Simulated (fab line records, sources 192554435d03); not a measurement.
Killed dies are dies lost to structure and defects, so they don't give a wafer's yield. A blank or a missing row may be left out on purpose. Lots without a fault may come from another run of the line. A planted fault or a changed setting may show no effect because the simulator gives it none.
Chamber matching | flow n5_finfet | N5_BEOL_M12_DESCUM_15 on rie_diel-06: 4 sister chambers
The step chemistry O2, time 7.9 s. 8 wafers are shown with their chamber, then 7 later ones without.

WAFERS WITH THEIR CHAMBER
wafer  | chamber | drypump_motor_current_A (A) | throttle_valve_pct (%)
L084.6 | 2       | 5.6                         | 20.04
L085.3 | 2       | 5.6                         | 20.05
L085.4 | 3       | 4.9                         | 20.04
L087.1 | 3       | 4.9                         | 20.03
L087.2 | 0       | 5.2                         | 19.92
L087.5 | 1       | 5.5                         | 20.69
L091.2 | 0       | 5.2                         | 19.93
L091.4 | 1       | 5.6                         | 20.70

WAFERS WITHOUT THEIR CHAMBER
wafer  | drypump_motor_current_A (A) | throttle_valve_pct (%)
L091.6 | 5.2                         | 19.93
L093.1 | 5.6                         | 20.04
L093.2 | 4.9                         | 20.04
L093.6 | 5.5                         | 20.70
L095.2 | 5.2                         | 19.92
L095.3 | 5.6                         | 20.05
L095.6 | 4.9                         | 20.06

WHICH CHAMBER EACH WENT THROUGH
wafer  | from the rows above | in truth
L091.6 | 0                   | 0
L093.1 | 2                   | 2
L093.2 | 3                   | 3
L093.6 | 1                   | 1
L095.2 | 0                   | 0
L095.3 | 2                   | 2
L095.6 | 3                   | 3
Placed correctly: 7 of 7. Can't be placed from these rows: 0. Placed wrongly: 0.
How it was worked out, from the rows above alone: a wafer's distance from a chamber is the root of the sum, over the readings, of the square of ((its reading less the chamber's mean) divided by the reading's scatter). The wafer belongs to the nearest chamber; if the next one is less than 2 further off, it can't be placed. A chamber's mean is the mean of its shown wafers. The scatter: the root of (the sum of the squares of (reading less its chamber's mean) over the shown wafers, divided by (wafers less chambers)).
